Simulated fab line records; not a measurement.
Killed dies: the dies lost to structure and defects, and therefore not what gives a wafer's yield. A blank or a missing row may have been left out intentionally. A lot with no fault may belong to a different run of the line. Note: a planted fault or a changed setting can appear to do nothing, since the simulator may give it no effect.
Matching of chambers || flow nand-harc || 4 sister chambers for NHARC_P_M2_STRIP_18 on rie-diel-03
The step strips in N2/H2. 4 wafers are shown with their chamber, then 12 later ones without.

## WAFERS WITH THEIR CHAMBER
{"wafer": "L082.1", "chamber": 1, "drypump-motor-current-A (A)": 6.1}
{"wafer": "L082.6", "chamber": 2, "drypump-motor-current-A (A)": 5.6}
{"wafer": "L083.5", "chamber": 3, "drypump-motor-current-A (A)": 5.8}
{"wafer": "L083.6", "chamber": 0, "drypump-motor-current-A (A)": 5.3}

## WAFERS MISSING THEIR CHAMBER
{"wafer": "L084.2", "drypump-motor-current-A (A)": 5.8}
{"wafer": "L084.4", "drypump-motor-current-A (A)": 5.6}
{"wafer": "L084.6", "drypump-motor-current-A (A)": 6.1}
{"wafer": "L085.3", "drypump-motor-current-A (A)": 6.1}
{"wafer": "L085.5", "drypump-motor-current-A (A)": 6.2}
{"wafer": "L085.6", "drypump-motor-current-A (A)": 5.6}
{"wafer": "L089.1", "drypump-motor-current-A (A)": 5.6}
{"wafer": "L089.5", "drypump-motor-current-A (A)": 5.5}
{"wafer": "L089.6", "drypump-motor-current-A (A)": 6.1}
{"wafer": "L095.3", "drypump-motor-current-A (A)": 5.8}
{"wafer": "L095.5", "drypump-motor-current-A (A)": 5.3}
{"wafer": "L095.6", "drypump-motor-current-A (A)": 5.9}

## THE CHAMBER EACH PASSED THROUGH
{"wafer": "L084.2", "from the rows above": 3, "in truth": 3}
{"wafer": "L084.4", "from the rows above": 2, "in truth": 2}
{"wafer": "L084.6", "from the rows above": 1, "in truth": 1}
{"wafer": "L085.3", "from the rows above": 1, "in truth": 1}
{"wafer": "L085.5", "from the rows above": 1, "in truth": 1}
{"wafer": "L085.6", "from the rows above": 2, "in truth": 2}
{"wafer": "L089.1", "from the rows above": 2, "in truth": 2}
{"wafer": "L089.5", "from the rows above": 2, "in truth": 2}
{"wafer": "L089.6", "from the rows above": 1, "in truth": 1}
{"wafer": "L095.3", "from the rows above": 3, "in truth": 3}
{"wafer": "L095.5", "from the rows above": 0, "in truth": 0}
{"wafer": "L095.6", "from the rows above": "can't be placed: 3 or 1", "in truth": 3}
Placed correctly: 11 of 12. Not placeable from these rows: 1 (in 1, the candidates include the true chamber). 0 placed wrongly.
How it was worked out, from the rows above alone: a wafer's distance from a chamber is the root of the sum, over the readings, of the square of ((its reading less the chamber's mean) divided by the reading's scatter). The wafer belongs to the nearest chamber; if the next one is less than 2 further off, it can't be placed. For every chamber, the mean is computed from those of its wafers that are shown. The scatter (one wafer shown for each chamber): square how far every hidden wafer sits from the nearest shown wafer, average those squares and take the square root.
